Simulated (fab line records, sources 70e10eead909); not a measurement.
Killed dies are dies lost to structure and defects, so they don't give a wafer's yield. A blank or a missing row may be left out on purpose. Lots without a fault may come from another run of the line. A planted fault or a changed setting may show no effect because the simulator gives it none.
Which tool did it? | flow nand_harc | 11 lots, 33 wafers sampled, at 6 steps of a route of 1302

WHAT THE GAUGES READ, wafer by wafer
NHARC_A_M0_CD_MEAS_09: target cd 80 nm. Usual: cd_nm 79.6 nm, standard deviation 0.7.
lot  | measured     | on        | cd_nm (nm)        | flag
L245 | day 22 13:38 | cd_sem-01 | 79.3 79.6 79.6    |
L247 | day 22 20:47 | cd_sem-03 | 79.5 79.2 79.4    |
L248 | day 23 19:39 | cd_sem-03 | 79.6 79.4 79.5    |
L249 | day 23 20:07 | cd_sem-01 | 78.7 78.5 79.1    |
L250 | day 24 02:33 | cd_sem-02 | 79.3 79.0 79.7    |
L252 | day 25 17:43 | cd_sem-02 | 78.5 79.2 78.7    |
L253 | day 26 14:44 | cd_sem-03 | 108.4 107.9 108.4 | OFF
L255 | day 26 18:08 | cd_sem-03 | 103.4 103.8 102.5 | OFF
L259 | day 28 15:40 | cd_sem-02 | 79.2 80.3 80.3    |
L265 | day 31 20:40 | cd_sem-03 | 79.4 79.7 80.0    |
L268 | day 32 02:04 | cd_sem-01 | 79.2 78.8 79.1    |

NHARC_A_M0_OVL_MEAS_10: pitch 160 nm. Usual: overlay_x_nm -0.2 nm, standard deviation 0.92; overlay_y_nm 0.0 nm, standard deviation 0.8.
lot  | measured     | on         | overlay_x_nm (nm) | overlay_y_nm (nm) | flag
L245 | day 22 13:44 | overlay-02 | 0.1 0.6 0.4       | 0.0 0.5 -0.5      |
L247 | day 22 20:52 | overlay-02 | 0.7 0.7 0.8       | -1.8 -0.9 -1.2    |
L248 | day 23 19:44 | overlay-01 | -0.1 -0.4 -0.3    | 0.4 0.7 0.9       |
L249 | day 23 20:12 | overlay-01 | -1.5 -1.4 -1.3    | -0.6 -0.1 -0.4    |
L250 | day 24 02:38 | overlay-02 | 0.2 0.3 0.2       | 0.8 0.5 0.3       |
L252 | day 25 17:48 | overlay-01 | -0.6 -0.4 -0.4    | 1.0 0.8 0.8       |
L253 | day 26 14:50 | overlay-02 | 0.9 0.9 0.9       | -0.9 -0.4 -0.9    |
L255 | day 26 18:13 | overlay-01 | -0.6 -0.1 -0.3    | 1.1 0.9 0.5       |
L259 | day 28 15:46 | overlay-02 | -0.9 -0.4 -0.2    | 0.3 0.7 0.5       |
L265 | day 31 20:45 | overlay-02 | -0.6 -1.2 -1.3    | 1.1 1.3 1.6       |
L268 | day 32 02:09 | overlay-01 | 0.3 -0.1 0.4      | -0.1 0.1 -0.5     |

NHARC_END_SORT_01. Usual: defect_limited_yield 91.6 %, standard deviation 2.5; killed_at_array 52, standard deviation 18; killed_at_other 1.2, standard deviation 1.5; killed_at_periphery 4, standard deviation 3.2; killed_dies 57, standard deviation 17; killed_open 3.1, standard deviation 1.9; killed_short 2.5, standard deviation 1.7; sort_bin_2_pct 3.0 %, standard deviation 1.1; sort_bin_3_pct 0.6 %, standard deviation 0.36; sort_bin_4_pct 4.9 %, standard deviation 1.5; sort_n_pass 620, standard deviation 17; sort_rim_yield_pct 91 %, standard deviation 3.8; sort_yield_pct 91.6 %, standard deviation 2.5.
lot  | measured     | on        | defect_limited_yield (%) | killed_at_array | killed_at_other | killed_at_periphery | killed_dies | killed_open | killed_short | sort_bin_2_pct (%) | sort_bin_3_pct (%) | sort_bin_4_pct (%) | sort_n_pass | sort_rim_yield_pct (%) | sort_yield_pct (%) | flag
L255 | day 28 17:08 | prober-02 | 94.1 90.1 94.8           | 36 63 33        | 1 1 0           | 3 3 2               | 40 67 35    | 2 2 3       | 0 4 1        | 1.5 3.1 1.9        | 1.2 1.3 0.3        | 3.2 5.5 3.0        | 637 610 642 | 86 85 92               | 94.1 90.1 94.8     |
L259 | day 30 07:08 | prober-01 | 87.0 90.8 89.1           | 85 61 72        | 0 0 1           | 3 1 1               | 88 62 74    | 6 3 0       | 2 1 4        | 3.5 3.2 4.0        | 0.7 1.2 0.7        | 8.7 4.7 6.2        | 589 615 603 | 92 84 94               | 87.0 90.8 89.1     |

WHICH TOOL RAN EACH LOT (tool, then ch and the chambers of the sampled wafers, then the start)
lot  | NHARC_A_BLC_ETCH_16                | NHARC_A_BLC_STRIP_29               | NHARC_A_M0_EXPOSE_06
L245 | rie_diel-06 ch 2,3, day 22 09:53   | rie_diel-06 ch 0,2,3, day 22 10:52 | arfi_scanner-03 ch 0, day 22 13:30
L247 | rie_diel-06 ch 0,1, day 22 17:02   | rie_diel-06 ch 0,1, day 22 17:59   | arfi_scanner-01 ch 0, day 22 20:39
L248 | rie_diel-06 ch 0,3, day 23 15:50   | rie_diel-06 ch 0,2,3, day 23 16:48 | arfi_scanner-02 ch 0, day 23 19:31
L249 | rie_diel-12 ch 1,2, day 23 16:20   | rie_diel-04 ch 0,2,3, day 23 17:20 | arfi_scanner-01 ch 0, day 23 19:59
L250 | rie_diel-04 ch 0,2, day 23 22:47   | rie_diel-06 ch 1,2,3, day 23 23:44 | arfi_scanner-02 ch 0, day 24 02:25
L252 | rie_diel-04 ch 2,3, day 25 13:24   | rie_diel-04 ch 0,2, day 25 14:58   | arfi_scanner-02 ch 0, day 25 17:35
L253 | rie_diel-04 ch 1,2,3, day 26 10:48 | rie_diel-06 ch 0,1,3, day 26 11:56 | arfi_scanner-02 ch 0, day 26 14:37
L255 | rie_diel-06 ch 0,1,2, day 26 14:28 | rie_diel-12 ch 1,2,3, day 26 15:25 | arfi_scanner-02 ch 0, day 26 18:00
L259 | rie_diel-06 ch 0,2,3, day 28 11:55 | rie_diel-12 ch 0,2,3, day 28 12:52 | arfi_scanner-01 ch 0, day 28 15:32
L265 | rie_diel-04 ch 2,3, day 31 16:21   | rie_diel-06 ch 1,2,3, day 31 17:20 | arfi_scanner-03 ch 0, day 31 20:31
L268 | rie_diel-06 ch 2,3, day 31 22:19   | rie_diel-04 ch 2,3, day 31 23:16   | arfi_scanner-01 ch 0, day 32 01:56
- NHARC_A_BLC_ETCH_16: etches the open film in CF4, target depth 39 nm, time 65 s.
- NHARC_A_BLC_STRIP_29: strips in CF4.
- NHARC_A_M0_EXPOSE_06: exposes mask A M0, target cd 80 nm.

WHAT THE TOOLS THEMSELVES READ (means of the sampled wafers that have a number; where no wafer has one, the mark that the record gives instead)
NHARC_A_BLC_ETCH_16. Usual: drypump_motor_current_A 5.8 A, standard deviation 0.45; mfc_ar_sccm 0.010 sccm, standard deviation 0.014; oes_product_au 1.003 a.u., standard deviation 0.0096; rf_vpp_V 151.8 V, standard deviation 1.2; showerhead_plenum_p_Torr 1.81 Torr, standard deviation 0.066; throttle_valve_pct 13.284 %, standard deviation 0.0088.
lot  | tool        | drypump_motor_current_A (A) | mfc_ar_sccm (sccm) | oes_product_au (a.u.) | rf_vpp_V (V) | showerhead_plenum_p_Torr (Torr) | throttle_valve_pct (%) | flag
L245 | rie_diel-06 | 5.6                         | 0.000              | 1.003                 | 152.1        | 1.85                            | 13.288                 |
L247 | rie_diel-06 | 6.0                         | 0.005              | 0.991                 | 151.5        | 1.81                            | 13.277                 |
L248 | rie_diel-06 | 6.1                         | 0.008              | 1.000                 | 151.1        | 1.75                            | 13.280                 |
L249 | rie_diel-12 | 5.8                         | 0.038              | 0.990                 | 151.3        | 1.76                            | 13.290                 |
L250 | rie_diel-04 | 5.2                         | 0.013              | 0.999                 | 153.0        | 1.87                            | 13.286                 |
L252 | rie_diel-04 | 5.9                         | 0.022              | 1.007                 | 151.3        | 1.78                            | 13.286                 |
L253 | rie_diel-04 | 5.9                         | 0.018              | 1.001                 | 151.8        | 1.82                            | 13.278                 |
L255 | rie_diel-06 | 6.1                         | 0.005              | 1.005                 | 151.8        | 1.80                            | 13.282                 |
L259 | rie_diel-06 | 6.0                         | 0.004              | 1.013                 | 152.1        | 1.80                            | 13.282                 |
L265 | rie_diel-04 | 5.6                         | 0.031              | 1.012                 | 151.5        | 1.82                            | 13.281                 |
L268 | rie_diel-06 | 5.6                         | 0.000              | 1.011                 | 152.3        | 1.85                            | 13.289                 |

NHARC_A_BLC_STRIP_29. Usual: drypump_motor_current_A 5.8 A, standard deviation 0.44; mfc_ar_sccm 0.011 sccm, standard deviation 0.015; oes_product_au 1.002 a.u., standard deviation 0.011; rf_vpp_V 59.6 V, standard deviation 0.84; showerhead_plenum_p_Torr 1.81 Torr, standard deviation 0.072; throttle_valve_pct 13.284 %, standard deviation 0.0087.
lot  | tool        | drypump_motor_current_A (A) | mfc_ar_sccm (sccm) | oes_product_au (a.u.) | rf_vpp_V (V) | showerhead_plenum_p_Torr (Torr) | throttle_valve_pct (%) | flag
L245 | rie_diel-06 | 6.0                         | 0.004              | 1.011                 | 60.3         | 1.80                            | 13.277                 |
L247 | rie_diel-06 | 6.3                         | 0.009              | 0.995                 | 60.2         | 1.75                            | 13.281                 |
L248 | rie_diel-06 | 6.0                         | 0.004              | 1.003                 | 60.3         | 1.80                            | 13.290                 |
L249 | rie_diel-04 | 5.5                         | 0.018              | 1.000                 | 59.8         | 1.83                            | 13.287                 |
L250 | rie_diel-06 | 5.7                         | 0.001              | 1.003                 | 60.1         | 1.85                            | 13.280                 |
L252 | rie_diel-04 | 5.3                         | 0.027              | 1.006                 | 60.5         | 1.86                            | 13.272                 |
L253 | rie_diel-06 | 5.8                         | 0.005              | 1.001                 | 60.1         | 1.80                            | 13.290                 |
L255 | rie_diel-12 | 5.8                         | 0.025              | 0.991                 | 58.5         | 1.74                            | 13.287                 |
L259 | rie_diel-12 | 5.8                         | 0.015              | 0.991                 | 59.5         | 1.73                            | 13.285                 |
L265 | rie_diel-06 | 5.8                         | 0.001              | 1.010                 | 60.1         | 1.85                            | 13.286                 |
L268 | rie_diel-04 | 5.9                         | 0.022              | 1.021                 | 59.4         | 1.78                            | 13.294                 |

NHARC_A_M0_EXPOSE_06. Usual: exposure_dose_mJ_cm2 83.15, standard deviation 0.079.
lot  | tool            | exposure_dose_mJ_cm2 | flag
L245 | arfi_scanner-03 | 83.14                |
L247 | arfi_scanner-01 | 83.15                |
L248 | arfi_scanner-02 | 83.11                |
L249 | arfi_scanner-01 | 83.17                |
L250 | arfi_scanner-02 | 83.16                |
L252 | arfi_scanner-02 | 83.24                |
L253 | arfi_scanner-02 | 126.91               | OFF
L255 | arfi_scanner-02 | 118.54               | OFF
L259 | arfi_scanner-01 | 83.13                |
L265 | arfi_scanner-03 | 83.12                |
L268 | arfi_scanner-01 | 83.24                |

THE ANSWER, worked out from the rows above alone
Rule: a lot is off if the mean of its wafers that have a number lies more than 3 standard deviations from the usual mean. A lot without any number at a reading at which 4 lots or more have one is off too. The other lots that the step has rows for count as sound. The gauges are gone through in route order, then the tools' own readings, and for those a lot's mean is taken as printed above. The first step at which some lot is off is used, and at that step the reading that is off furthest; a lot without a number counts as furthest.
Off: L253, L255, at NHARC_A_M0_CD_MEAS_09 (cd_nm).
A tool fits if, at a process step before that reading, it ran every lot that is off, and no sound lot after the first of them. The gauges at NHARC_A_M0_CD_MEAS_09 aren't tried: what is off there is off at NHARC_A_M0_EXPOSE_06 too, on other tools, and a gauge's error can't cause that. One fits: arfi_scanner-02 at NHARC_A_M0_EXPOSE_06. Its last sound lot is L252 (day 25 17:35), its first lot that is off L253 (day 26 14:37): a fault that began between those two fits.
The tool's own readings at NHARC_A_M0_EXPOSE_06 bear it out: on the lots that are off they differ by more than 5 times the standard deviation of the sound lots' means. exposure_dose_mJ_cm2 reads 122.72 there against 83.16 on the sound lots.

WHAT THE SIMULATOR HAD PUT IN
Process parameter drift: arfi_scanner-02, from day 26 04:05 on, at NHARC_A_M0_EXPOSE_06. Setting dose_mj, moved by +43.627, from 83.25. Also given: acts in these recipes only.
Lots struck among those shown: L253, L255. The rule above found the same.
